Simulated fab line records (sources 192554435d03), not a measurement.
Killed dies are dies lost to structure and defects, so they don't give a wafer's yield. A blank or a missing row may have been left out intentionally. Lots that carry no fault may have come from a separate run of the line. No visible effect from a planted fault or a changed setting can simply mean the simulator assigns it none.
fab line records ; flow n5Finfet ; part 1 of 2: steps 1 to 28 of 36
[record] lots = 5; wafers = 15; lastDay = 17
route steps=1938 shown BEOL_M3@1003 BEOL_M4@1021
lots untouched by any fault: they come from a run of this same line in which no faults occurred
startH: the number of hours between the record's first day and the start of the first shown wafer of the lot ; waitH: how many hours have passed since the lot's step before this one ; " repeats the value in the row above ; L1.1+2: a row that stands for several wafers ; - no value, or no start was given ; * or withheld: withheld ; < > ~ a bound
route shown NAME@n: names a module that has steps shown in the file, with the first one's number in the route ; usual: mean/standard deviation of fault-free wafers ; same: alike in all rows ; chamber/n: place in a boat ; sites: each site's reading ; _std_site: the standard deviation of these ; _edge_site: inner sites' mean taken away from outer sites' mean ; radiusMm: how far each site lies from the wafer's centre ; mask NAME#n: copy n ; behind: tool/chamber where the wafer was last shaped ; hold: cause of the lot's hold/its duration in hours/its outcome ; device: transistor that didn't switch, given as n, p or np ; end of line: the route-end tests of the same wafers ; for a step that has no rows: nothing shown but its recipe ; killed: at the first sort, the dies lost to defects and structure; wafer yield is something else ; map: a wafer's dies, x killed, . not, _ none there
set.NAME: the setting as run; set.NAME@STEP: as run at that earlier step ; model.NAME: the simulator's own value behind a step, which no gauge read
lots at some steps of the route; a table a step, a row a wafer
services: the hour from which a tool's chamber was out of use, counted from the record's first day as startH (under 0 if before that day), plus the number of hours and why
[[steps]]
[step N5_BEOL_M3_ANNEAL_89]
[recipe] tempC = 400; timeS = 240; ambient = vacuum
[usual] heaterPowerW = 802/65
lot.wafer;tool;chamber;startH;waitH;heaterPowerW
L079.2;pvdSputter-03;-;178.42;0.0;850
L079.3;pvdSputter-03;-;178.42;0.0;802
L079.5;pvdSputter-03;-;178.42;0.0;669
L086.4;pvdSputter-02;-;223.40;0.0;831
L086.5;pvdSputter-02;-;223.40;0.0;833
L086.6;pvdSputter-02;-;223.40;0.0;838
L088.2;pvdSputter-01;-;236.74;0.0;761
L088.3;pvdSputter-01;-;236.74;0.0;893
L088.6;pvdSputter-01;-;236.74;0.0;885
L092.1;pvdSputter-02;-;272.11;0.0;832
L092.3;pvdSputter-02;-;272.11;0.0;761
L092.6;pvdSputter-02;-;272.11;0.0;785
L076.1;pvdSputter-03;-;285.46;0.0;839
L076.4;pvdSputter-03;-;285.46;0.0;673
L076.6;pvdSputter-03;-;285.46;0.0;886
[step N5_BEOL_M3_SPUTTER_90]
[recipe] material = Cu; targetThkA = 45; tempC = -20; chamberPressurePa = 0.07; powerW = withheld; timeS = 8.29
[usual] throttleValvePct = 29.5/1.3
lot.wafer;tool;chamber;startH;waitH;throttleValvePct
L079.2;pvdSputter-03;-;178.56;0.1;30.8
L079.3;pvdSputter-03;-;178.56;0.1;28.0
L079.5;pvdSputter-03;-;178.56;0.1;27.6
L086.4;pvdSputter-02;-;223.54;0.1;29.8
L086.5;pvdSputter-02;-;223.54;0.1;29.6
L086.6;pvdSputter-02;-;223.54;0.1;29.7
L088.2;pvdSputter-01;-;236.88;0.1;28.8
L088.3;pvdSputter-01;-;236.88;0.1;29.5
L088.6;pvdSputter-01;-;236.88;0.1;29.5
L092.1;pvdSputter-02;-;272.25;0.1;29.7
L092.3;pvdSputter-02;-;272.25;0.1;31.5
L092.6;pvdSputter-02;-;272.25;0.1;29.5
L076.1;pvdSputter-03;-;285.60;0.1;31.0
L076.4;pvdSputter-03;-;285.60;0.1;27.4
L076.6;pvdSputter-03;-;285.60;0.1;29.2
[step N5_BEOL_M3_ANNEAL_91]
[recipe] tempC = 400; timeS = 240; ambient = vacuum
[usual] heaterPowerW = 800/64
lot.wafer;tool;chamber;startH;waitH;heaterPowerW
L079.2;pvdSputter-03;-;178.64;0.0;832
L079.3;pvdSputter-03;-;178.64;0.0;757
L079.5;pvdSputter-03;-;178.64;0.0;672
L086.4;pvdSputter-02;-;223.62;0.0;848
L086.5;pvdSputter-02;-;223.62;0.0;825
L086.6;pvdSputter-02;-;223.62;0.0;846
L088.2;pvdSputter-01;-;236.96;0.0;748
L088.3;pvdSputter-01;-;236.96;0.0;893
L088.6;pvdSputter-01;-;236.96;0.0;884
L092.1;pvdSputter-02;-;272.33;0.0;847
L092.3;pvdSputter-02;-;272.33;0.0;789
L092.6;pvdSputter-02;-;272.33;0.0;767
L076.1;pvdSputter-03;-;285.68;0.0;852
L076.4;pvdSputter-03;-;285.68;0.0;667
L076.6;pvdSputter-03;-;285.68;0.0;892
[step N5_BEOL_M3_SPUTTER_92]
[recipe] material = Cu; targetThkA = 45; tempC = -20; chamberPressurePa = 0.07; powerW = withheld; timeS = 8.29
[usual] throttleValvePct = 29.5/1.2
lot.wafer;tool;chamber;startH;waitH;throttleValvePct
L079.2;pvdSputter-03;-;178.78;0.1;31.1
L079.3;pvdSputter-03;-;178.78;0.1;28.3
L079.5;pvdSputter-03;-;178.78;0.1;27.6
L086.4;pvdSputter-02;-;223.76;0.1;29.7
L086.5;pvdSputter-02;-;223.76;0.1;30.1
L086.6;pvdSputter-02;-;223.76;0.1;30.0
L088.2;pvdSputter-01;-;237.10;0.1;29.2
L088.3;pvdSputter-01;-;237.10;0.1;29.5
L088.6;pvdSputter-01;-;237.10;0.1;29.3
L092.1;pvdSputter-02;-;272.47;0.1;29.9
L092.3;pvdSputter-02;-;272.47;0.1;31.5
L092.6;pvdSputter-02;-;272.47;0.1;29.4
L076.1;pvdSputter-03;-;285.82;0.1;31.0
L076.4;pvdSputter-03;-;285.82;0.1;27.6
L076.6;pvdSputter-03;-;285.82;0.1;29.1
[step N5_BEOL_M3_ANNEAL_93]
[recipe] tempC = 400; timeS = 240; ambient = vacuum
[usual] heaterPowerW = 800/64
lot.wafer;tool;chamber;startH;waitH;heaterPowerW
L079.2;pvdSputter-03;-;178.86;0.0;829
L079.3;pvdSputter-03;-;178.86;0.0;796
L079.5;pvdSputter-03;-;178.86;0.0;660
L086.4;pvdSputter-02;-;223.84;0.0;857
L086.5;pvdSputter-02;-;223.84;0.0;830
L086.6;pvdSputter-02;-;223.84;0.0;838
L088.2;pvdSputter-01;-;237.18;0.0;773
L088.3;pvdSputter-01;-;237.18;0.0;881
L088.6;pvdSputter-01;-;237.18;0.0;879
L092.1;pvdSputter-02;-;272.55;0.0;817
L092.3;pvdSputter-02;-;272.55;0.0;773
L092.6;pvdSputter-02;-;272.55;0.0;749
L076.1;pvdSputter-03;-;285.90;0.0;833
L076.4;pvdSputter-03;-;285.90;0.0;684
L076.6;pvdSputter-03;-;285.90;0.0;871
[step N5_BEOL_M3_SPUTTER_94]
[recipe] material = Cu; targetThkA = 45; tempC = -20; chamberPressurePa = 0.07; powerW = withheld; timeS = 8.29
[usual] throttleValvePct = 29.4/1.3
lot.wafer;tool;chamber;startH;waitH;throttleValvePct
L079.2;pvdSputter-03;-;179.00;0.1;30.9
L079.3;pvdSputter-03;-;179.00;0.1;28.3
L079.5;pvdSputter-03;-;179.00;0.1;27.4
L086.4;pvdSputter-02;-;223.98;0.1;29.6
L086.5;pvdSputter-02;-;223.98;0.1;29.5
L086.6;pvdSputter-02;-;223.98;0.1;29.8
L088.2;pvdSputter-01;-;237.32;0.1;29.2
L088.3;pvdSputter-01;-;237.32;0.1;29.8
L088.6;pvdSputter-01;-;237.32;0.1;29.2
L092.1;pvdSputter-02;-;272.69;0.1;29.9
L092.3;pvdSputter-02;-;272.69;0.1;31.5
L092.6;pvdSputter-02;-;272.69;0.1;29.8
L076.1;pvdSputter-03;-;286.04;0.1;30.9
L076.4;pvdSputter-03;-;286.04;0.1;27.3
L076.6;pvdSputter-03;-;286.04;0.1;29.1
[step N5_BEOL_M3_ANNEAL_95]
[recipe] tempC = 400; timeS = 240; ambient = vacuum
[usual] heaterPowerW = 799/66
lot.wafer;tool;chamber;startH;waitH;heaterPowerW
L079.2;pvdSputter-03;-;179.08;0.0;842
L079.3;pvdSputter-03;-;179.08;0.0;811
L079.5;pvdSputter-03;-;179.08;0.0;665
L086.4;pvdSputter-02;-;224.06;0.0;850
L086.5;pvdSputter-02;-;224.06;0.0;837
L086.6;pvdSputter-02;-;224.06;0.0;858
L088.2;pvdSputter-01;-;237.40;0.0;738
L088.3;pvdSputter-01;-;237.40;0.0;875
L088.6;pvdSputter-01;-;237.40;0.0;890
L092.1;pvdSputter-02;-;272.77;0.0;833
L092.3;pvdSputter-02;-;272.77;0.0;748
L092.6;pvdSputter-02;-;272.77;0.0;753
L076.1;pvdSputter-03;-;286.12;0.0;843
L076.4;pvdSputter-03;-;286.12;0.0;685
L076.6;pvdSputter-03;-;286.12;0.0;878
[step N5_BEOL_M3_SPUTTER_96]
[recipe] material = Cu; targetThkA = 45; tempC = -20; chamberPressurePa = 0.07; powerW = withheld; timeS = 8.29
[usual] throttleValvePct = 29.5/1.2
lot.wafer;tool;chamber;startH;waitH;throttleValvePct
L079.2;pvdSputter-03;-;179.22;0.1;30.6
L079.3;pvdSputter-03;-;179.22;0.1;28.2
L079.5;pvdSputter-03;-;179.22;0.1;27.4
L086.4;pvdSputter-02;-;224.20;0.1;29.6
L086.5;pvdSputter-02;-;224.20;0.1;29.6
L086.6;pvdSputter-02;-;224.20;0.1;29.6
L088.2;pvdSputter-01;-;237.54;0.1;28.9
L088.3;pvdSputter-01;-;237.54;0.1;29.3
L088.6;pvdSputter-01;-;237.54;0.1;29.5
L092.1;pvdSputter-02;-;272.91;0.1;30.1
L092.3;pvdSputter-02;-;272.91;0.1;31.4
L092.6;pvdSputter-02;-;272.91;0.1;29.5
L076.1;pvdSputter-03;-;291.95;5.8;30.9
L076.4;pvdSputter-03;-;291.95;5.8;27.4
L076.6;pvdSputter-03;-;291.95;5.8;29.0
[step N5_BEOL_M3_ECD_50]
[recipe] material = Cu; targetThkA = 3000
lot.wafer;tool;chamber;startH;waitH
L079.2+3+5;ecdCu-01;1,1,0;179.34;0.1
L086.4+5+6;ecdCu-01;1,1,0;224.34;0.1
L088.2+3+6;ecdCu-01;0,1,1;237.65;0.1
L092.1+3+6;ecdCu-02;0,1,0;273.02;0.1
L076.1+4+6;ecdCu-01;0,1,0;292.07;0.1
[step N5_BEOL_M3_ANNEAL_51]
[recipe] tempC = 225; timeS = 90; ambient = N2
[usual] wafer_temp_C_max = 225.88/0.29
lot.wafer;tool;chamber;startH;waitH;wafer_temp_C_max
L079.2;rtpAnneal-02;0;179.47;0.1;225.72
L079.3;rtpAnneal-02;0;179.47;0.1;225.60
L079.5;rtpAnneal-02;0;179.47;0.1;225.61
L086.4;rtpAnneal-01;0;224.92;0.6;226.36
L086.5;rtpAnneal-01;0;224.92;0.6;226.09
L086.6;rtpAnneal-01;0;224.92;0.6;225.57
L088.2;rtpAnneal-02;0;237.78;0.1;225.75
L088.3;rtpAnneal-02;0;237.78;0.1;225.64
L088.6;rtpAnneal-02;0;237.78;0.1;225.68
L092.1;rtpAnneal-02;0;273.10;0.1;225.76
L092.3;rtpAnneal-02;0;273.10;0.1;225.96
L092.6;rtpAnneal-02;0;273.10;0.1;225.63
L076.1;rtpAnneal-01;0;292.15;0.1;225.90
L076.4;rtpAnneal-01;0;292.15;0.1;225.91
L076.6;rtpAnneal-01;0;292.15;0.1;226.03
[step N5_BEOL_M3_CMP_52]
[recipe] stopOn = SiOC; tOverpolishS = 6.8; downForcePsi = 1; platenRpm = 50; clearingPlatenDownForcePsi = 1.5; clearingPlatenRpm = 50; postCmpClean = cuAlkaline; targetThkNm = 40; clearingPlatenPadVelocityMS = 0.99484; padVelocityMS = 0.99484
[usual] barrierFieldEndpointS = 24.8/0.76; headPressurePsi = 1.0000/0.002; motorCurrentA = 6.1/0.84; overpolishRunS = 6.801/0.0091; platenRpm = 50.005/0.028; retainingRingPressureFrac = 0.999/0.0046; timeToEndpointS = 63/4.1
lot.wafer;tool;chamber;startH;waitH;barrierFieldEndpointS;headPressurePsi;motorCurrentA;overpolishRunS;platenRpm;retainingRingPressureFrac;timeToEndpointS
L079.2;cmp-02;0;179.76;0.2;25.4;0.9996;5.2;6.796;50.012;1.003;63
L079.3;cmp-02;1;179.76;0.2;24.9;1.0012;7.8;6.792;50.000;0.993;60
L079.5;cmp-02;0;179.76;0.2;25.5;0.9999;5.1;6.806;50.041;1.005;61
L086.4;cmp-03;3;225.20;0.2;24.1;1.0018;5.5;6.788;49.966;0.999;62
L086.6;cmp-03;0;225.20;0.2;23.2;1.0017;6.2;6.798;50.044;1.005;54
L086.5;cmp-03;1;225.20;0.2;25.1;0.9987;5.1;6.793;50.053;1.002;63
L088.3;cmp-02;1;238.23;0.4;24.9;0.9963;7.7;6.802;50.020;0.992;64
L088.2;cmp-02;2;238.23;0.4;24.7;1.0007;7.2;6.804;50.013;1.001;66
L088.6;cmp-02;0;238.23;0.4;25.9;1.0012;5.1;6.806;50.027;0.992;72
L092.3;cmp-02;2;273.44;0.2;25.8;1.0031;6.8;6.797;50.001;0.997;66
L092.1;cmp-02;3;273.44;0.2;24.6;1.0013;6.7;6.799;50.030;1.001;68
L092.6;cmp-02;2;273.44;0.2;25.9;1.0025;6.7;6.797;50.005;0.998;66
L076.1;cmp-03;3;292.49;0.3;23.6;1.0008;5.3;6.807;49.998;1.007;59
L076.4;cmp-03;0;292.49;0.3;22.7;1.0018;6.2;6.802;50.027;1.002;54
L076.6;cmp-03;2;292.49;0.3;25.1;0.9972;5.7;6.800;49.991;0.998;67
[step N5_BEOL_M3_THK_MEAS_53]
[recipe] thkMeasGauge = xrf; reads = Cu_of_BEOL_M3_ECD_50
[usual] M3_THK = 39.3/1.8
lot.wafer;tool;chamber;startH;waitH;M3_THK[nm]
L079.2;filmMetro-01;-;180.01;-;39.2
L079.3;filmMetro-01;-;180.01;-;37.8
L079.5;filmMetro-01;-;180.01;-;40.7
L086.4;filmMetro-01;-;225.38;-;39.8
L086.5;filmMetro-01;-;225.38;-;41.0
L086.6;filmMetro-01;-;225.38;-;39.1
L088.2;filmMetro-02;-;238.45;-;40.6
L088.3;filmMetro-02;-;238.45;-;39.9
L088.6;filmMetro-02;-;238.45;-;42.3
L092.1;filmMetro-01;-;273.69;-;41.1
L092.3;filmMetro-01;-;273.69;-;39.8
L092.6;filmMetro-01;-;273.69;-;40.0
L076.1;filmMetro-01;-;292.74;-;40.2
L076.4;filmMetro-01;-;292.74;-;39.2
L076.6;filmMetro-01;-;292.74;-;43.4
[step N5_BEOL_M3_PRE_CLEAN_60]
[recipe] gas = NH3/H2; timeS = 15; tempC = *; rfPowerW = 300
[usual] heaterPowerW = 87/13
lot.wafer;tool;chamber;startH;waitH;heaterPowerW
L079.2;cvdCo-01;2;180.15;0.1;93
L079.3;cvdCo-01;1;180.15;0.1;96
L079.5;cvdCo-01;0;180.15;0.1;84
L086.4;cvdCo-01;0;225.44;0.1;86
L086.5;cvdCo-01;1;225.44;0.1;98
L086.6;cvdCo-01;2;225.44;0.1;95
L088.2;cvdCo-02;2;238.49;0.0;65
L088.3;cvdCo-02;1;238.49;0.0;94
L088.6;cvdCo-02;1;238.49;0.0;95
L092.1;cvdCo-01;2;273.73;0.0;94
L092.3;cvdCo-01;0;273.73;0.0;83
L092.6;cvdCo-01;0;273.73;0.0;83
L076.1;cvdCo-02;1;292.78;0.0;93
L076.4;cvdCo-02;1;292.78;0.0;95
L076.6;cvdCo-02;2;292.78;0.0;65
[step N5_BEOL_M3_CO_CAP_55]
[recipe] material = Co; targetThkA = 20; tempC = 200; precursor = CCTBA/H2; pressureTorr = 30; timeS = 102.1
[usual] heaterPowerW = 239/16
lot.wafer;tool;chamber;startH;waitH;heaterPowerW
L079.2;cvdCo-01;2;180.19;0.0;251
L079.3;cvdCo-01;1;180.19;0.0;251
L079.5;cvdCo-01;0;180.19;0.0;241
L086.4;cvdCo-01;0;225.49;0.0;237
L086.5;cvdCo-01;1;225.49;0.0;256
L086.6;cvdCo-01;2;225.49;0.0;247
L088.2;cvdCo-02;2;238.53;0.0;214
L088.3;cvdCo-02;1;238.53;0.0;249
L088.6;cvdCo-02;1;238.53;0.0;245
L092.1;cvdCo-01;2;273.77;0.0;245
L092.3;cvdCo-01;0;273.77;0.0;236
L092.6;cvdCo-01;0;273.77;0.0;235
L076.1;cvdCo-02;1;292.82;0.0;249
L076.4;cvdCo-02;1;292.82;0.0;247
L076.6;cvdCo-02;2;292.82;0.0;216
[step N5_BEOL_M3_PRE_CLEAN_56]
[recipe] gas = NH3; timeS = 15; tempC = withheld; rfPowerW = 300
lot.wafer;tool;chamber;startH;waitH
L079.2+3+5;pecvd-03;0,1,0;180.28;0.1
L086.4+5+6;pecvd-04;0,1,2;225.56;0.0
L088.2+3+6;pecvd-03;1,2,1;238.62;0.1
L092.1+3+6;pecvd-03;1,2,0;273.86;0.1
L076.1+4+6;pecvd-02;1,2,1;292.92;0.1
[step N5_BEOL_M3_DEP_57]
[recipe] material = SiCN; targetThkA = 80; tempC = withheld; precursor = 3MS/NH3; pressureTorr = 3; rfW = 202; timeS = 14
[usual] showerheadPlenumPTorr = 3.662/0.0076; throttleValvePct = 8.8/0.39
lot.wafer;tool;chamber;startH;waitH;showerheadPlenumPTorr;throttleValvePct
L079.2;pecvd-03;0;180.30;0.0;3.659;9.6
L079.3;pecvd-03;1;180.30;0.0;3.656;9.1
L079.5;pecvd-03;0;180.30;0.0;3.666;9.5
L086.4;pecvd-04;0;225.59;0.0;3.664;9.1
L086.5;pecvd-04;1;225.59;0.0;3.665;8.8
L086.6;pecvd-04;2;225.59;0.0;3.667;8.3
L088.2;pecvd-03;1;238.66;0.0;3.661;8.8
L088.3;pecvd-03;2;238.66;0.0;3.645;8.1
L088.6;pecvd-03;1;238.66;0.0;3.656;9.0
L092.1;pecvd-03;1;273.89;0.0;3.662;8.7
L092.3;pecvd-03;2;273.89;0.0;3.654;8.4
L092.6;pecvd-03;0;273.89;0.0;3.654;9.4
L076.1;pecvd-02;1;292.95;0.0;3.658;9.2
L076.4;pecvd-02;2;292.95;0.0;3.669;8.6
L076.6;pecvd-02;1;292.95;0.0;3.655;9.0
[step N5_BEOL_M3_RS_MEAS_58]
[recipe] thkMeasGauge = four-point-probe; reads = Co_of_BEOL_M3_CO_CAP_55+Cu_of_BEOL_M3_ECD_50+Co_of_BEOL_M3_CVD_47+TaN_of_BEOL_M3_ALD_84
[usual] M3_RS = 0.67/0.039
lot.wafer;tool;chamber;startH;waitH;M3_RS[ohm/sq]
L079.2;filmMetro-02;-;180.37;0.1;0.67
L079.3;filmMetro-02;-;180.37;0.1;0.71
L079.5;filmMetro-02;-;180.37;0.1;0.65
L086.4;filmMetro-02;-;225.64;0.0;0.66
L086.5;filmMetro-02;-;225.64;0.0;0.64
L086.6;filmMetro-02;-;225.64;0.0;0.68
L088.2;filmMetro-02;-;238.74;0.1;0.66
L088.3;filmMetro-02;-;238.74;0.1;0.67
L088.6;filmMetro-02;-;238.74;0.1;0.62
L092.1;filmMetro-01;-;273.95;0.0;0.63
L092.3;filmMetro-01;-;273.95;0.0;0.66
L092.6;filmMetro-01;-;273.95;0.0;0.65
L076.1;filmMetro-02;-;293.02;0.0;0.66
L076.4;filmMetro-02;-;293.02;0.0;0.68
L076.6;filmMetro-02;-;293.02;0.0;0.60
[step N5_BEOL_M3_INSPECT_59]
[recipe] inspectInstrument = darkfield; mode = postDep
[usual] rawDefectCount = 77/26
lot.wafer;tool;chamber;startH;waitH;rawDefectCount
L079.2;defectInspect-02;-;180.40;0.0;51
L079.3;defectInspect-02;-;180.40;0.0;66
L079.5;defectInspect-02;-;180.40;0.0;109
L086.4;defectInspect-02;-;225.67;0.0;54
L086.5;defectInspect-02;-;225.67;0.0;59
L086.6;defectInspect-02;-;225.67;0.0;64
L088.2;defectInspect-01;-;238.77;0.0;60
L088.3;defectInspect-01;-;238.77;0.0;47
L088.6;defectInspect-01;-;238.77;0.0;37
L092.1;defectInspect-02;-;273.98;0.0;60
L092.3;defectInspect-02;-;273.98;0.0;80
L092.6;defectInspect-02;-;273.98;0.0;59
L076.1;defectInspect-01;-;293.04;0.0;111
L076.4;defectInspect-01;-;293.04;0.0;143
L076.6;defectInspect-01;-;293.04;0.0;71
[step N5_BEOL_M4_ILD_DEP_00]
[recipe] material = SiOC; targetThkA = 790; tempC = 350; precursor = DEMS/O2; pressureTorr = 5; rfW = 500; timeS = 15.3
[usual] heaterPowerW = 453/52; showerheadPlenumPTorr = 5.693/0.015; throttleValvePct = 11.7/0.53
lot.wafer;tool;chamber;startH;waitH;heaterPowerW;showerheadPlenumPTorr;throttleValvePct
L079.2;pecvd-02;2;180.43;0.0;404;5.695;10.7
L079.3;pecvd-02;0;180.43;0.0;455;5.704;11.7
L079.5;pecvd-02;0;180.43;0.0;473;5.684;11.9
L086.4;pecvd-01;0;225.72;0.1;475;5.723;12.3
L086.5;pecvd-01;2;225.72;0.1;420;5.672;11.0
L086.6;pecvd-01;1;225.72;0.1;362;5.678;12.0
L088.2;pecvd-02;0;238.80;0.0;511;5.682;11.9
L088.3;pecvd-02;1;238.80;0.0;443;5.688;12.1
L088.6;pecvd-02;0;238.80;0.0;524;5.691;12.3
L092.1;pecvd-01;2;274.02;0.0;453;5.685;10.8
L092.3;pecvd-01;0;274.02;0.0;483;5.725;12.5
L092.6;pecvd-01;1;274.02;0.0;413;5.705;12.1
L076.1;pecvd-02;2;293.08;0.0;414;5.696;10.9
L076.4;pecvd-02;0;293.08;0.0;526;5.684;11.8
L076.6;pecvd-02;2;293.08;0.0;429;5.664;11.1
[step N5_BEOL_M4_THK_MEAS_01]
[recipe] reads = SiOC_of_BEOL_M4_ILD_DEP_00
[usual] M4_ILD_THK = 79.2/1.1
lot.wafer;tool;chamber;startH;waitH;M4_ILD_THK[nm]
L079.2;filmMetro-02;-;180.50;0.1;79.3
L079.3;filmMetro-02;-;180.50;0.1;79.1
L079.5;filmMetro-02;-;180.50;0.1;79.1
L086.4;filmMetro-01;-;225.77;0.0;80.5
L086.5;filmMetro-01;-;225.77;0.0;78.8
L086.6;filmMetro-01;-;225.77;0.0;80.3
L088.2;filmMetro-01;-;238.87;0.1;77.2
L088.3;filmMetro-01;-;238.87;0.1;77.7
L088.6;filmMetro-01;-;238.87;0.1;79.4
L092.1;filmMetro-01;-;274.08;0.0;77.4
L092.3;filmMetro-01;-;274.08;0.0;78.4
L092.6;filmMetro-01;-;274.08;0.0;79.6
L076.1;filmMetro-01;-;293.15;0.0;78.8
L076.4;filmMetro-01;-;293.15;0.0;78.5
L076.6;filmMetro-01;-;293.15;0.0;79.2
[step N5_BEOL_M4_PECVD_72]
[recipe] material = SiO2; targetThkA = 160; tempC = 400; precursor = TEOS/O2; pressureTorr = 5.5; rfW = 450; teosFlowSccm = 53.8; gas = O2; flowSccm = 3000; timeS = 18
[usual] heaterPowerW = 725/84; showerheadPlenumPTorr = 8.78/0.044; throttleValvePct = 21.8/0.87
lot.wafer;tool;chamber;startH;waitH;heaterPowerW;showerheadPlenumPTorr;throttleValvePct
L079.2;pecvd-04;1;180.54;0.0;894;8.78;21.5
L079.3;pecvd-04;2;180.54;0.0;617;8.76;20.8
L079.5;pecvd-04;0;180.54;0.0;811;8.77;22.1
L086.4;pecvd-04;2;225.82;0.1;662;8.76;21.0
L086.5;pecvd-04;0;225.82;0.1;801;8.77;22.7
L086.6;pecvd-04;1;225.82;0.1;905;8.78;21.3
L088.2;pecvd-01;0;238.91;0.0;628;8.90;23.1
L088.3;pecvd-01;0;238.91;0.0;635;8.91;23.2
L088.6;pecvd-01;0;238.91;0.0;624;8.91;22.9
L092.1;pecvd-04;2;274.12;0.0;659;8.76;20.8
L092.3;pecvd-04;0;274.12;0.0;715;8.80;22.4
L092.6;pecvd-04;2;274.12;0.0;664;8.74;20.9
L076.1;pecvd-04;0;293.18;0.0;675;8.76;22.5
L076.4;pecvd-04;1;293.18;0.0;752;8.80;21.5
L076.6;pecvd-04;0;293.18;0.0;680;8.78;22.5
[step N5_BEOL_M4_HM_DEP_02]
[recipe] material = TiN; targetThkA = 200; tempC = 25; chamberPressurePa = 0.49996
[usual] throttleValvePct = 29.5/1.3
lot.wafer;tool;chamber;startH;waitH;throttleValvePct
L079.2;pvdSputter-02;-;181.26;0.7;31.4
L079.3;pvdSputter-02;-;181.26;0.7;29.6
L079.5;pvdSputter-02;-;181.26;0.7;29.9
L086.4;pvdSputter-03;-;226.68;0.8;28.3
L086.5;pvdSputter-03;-;226.68;0.8;30.6
L086.6;pvdSputter-03;-;226.68;0.8;27.6
L088.2;pvdSputter-01;-;240.52;1.6;31.8
L088.3;pvdSputter-01;-;240.52;1.6;29.7
L088.6;pvdSputter-01;-;240.52;1.6;31.8
L092.1;pvdSputter-01;-;274.28;0.1;29.2
L092.3;pvdSputter-01;-;274.28;0.1;29.6
L092.6;pvdSputter-01;-;274.28;0.1;28.3
L076.1;pvdSputter-03;-;293.79;0.6;28.9
L076.4;pvdSputter-03;-;293.79;0.6;28.1
L076.6;pvdSputter-03;-;293.79;0.6;27.4
[step N5_BEOL_M4_COAT_61]
[recipe] resist = SOC; tempC = 250; timeS = 60; spinRpm = 1500; resistThkNm = 60
lot.wafer;tool;chamber;startH;waitH
L079.2+3+5;lithoTrack-02;0;181.39;0.1
L086.4+5+6;lithoTrack-04;0;226.81;0.1
L088.2+3+6;lithoTrack-04;0;240.64;0.1
L092.1+3+6;lithoTrack-05;0;274.40;0.1
L076.1+4+6;lithoTrack-05;0;293.92;0.1
[step N5_BEOL_M4_COAT_62]
[recipe] resist = SiARC; tempC = 220; timeS = 60; spinRpm = 1500; resistThkNm = 12
lot.wafer;tool;chamber;startH;waitH
L079.2+3+5;lithoTrack-02;0;-;-
L086.4+5+6;lithoTrack-04;0;-;-
L088.2+3+6;lithoTrack-04;0;-;-
L092.1+3+6;lithoTrack-05;0;-;-
L076.1+4+6;lithoTrack-05;0;-;-
[step N5_BEOL_M4_COAT_73]
[recipe] resist = underlayer; tempC = 205; timeS = 60; spinRpm = 1500; resistThkNm = 5
lot.wafer;tool;chamber;startH;waitH
L079.2+3+5;lithoTrack-02;0;-;-
L086.4+5+6;lithoTrack-04;0;-;-
L088.2+3+6;lithoTrack-04;0;-;-
L092.1+3+6;lithoTrack-05;0;-;-
L076.1+4+6;lithoTrack-05;0;-;-
[step N5_BEOL_M4_COAT_05]
[recipe] resist = CAR-EUV; spinRpm = 1500; resistThkNm = 30
lot.wafer;tool;chamber;startH;waitH
L079.2+3+5;lithoTrack-02;0;-;-
L086.4+5+6;lithoTrack-04;0;-;-
L088.2+3+6;lithoTrack-04;0;-;-
L092.1+3+6;lithoTrack-05;0;-;-
L076.1+4+6;lithoTrack-05;0;-;-
[step N5_BEOL_M4_EBR_07]
[recipe] solvent = PGMEA; ebrWidthMm = 1.5
lot.wafer;tool;chamber;startH;waitH
L079.2+3+5;lithoTrack-02;0;-;-
L086.4+5+6;lithoTrack-04;0;-;-
L088.2+3+6;lithoTrack-04;0;-;-
L092.1+3+6;lithoTrack-05;0;-;-
L076.1+4+6;lithoTrack-05;0;-;-
[step N5_BEOL_M4_SOFTBAKE_06]
[recipe] tempC = 110; timeS = 60; resist = CAR-EUV
lot.wafer;tool;chamber;startH;waitH
L079.2+3+5;lithoTrack-02;0;-;-
L086.4+5+6;lithoTrack-04;0;-;-
L088.2+3+6;lithoTrack-04;0;-;-
L092.1+3+6;lithoTrack-05;0;-;-
L076.1+4+6;lithoTrack-05;0;-;-
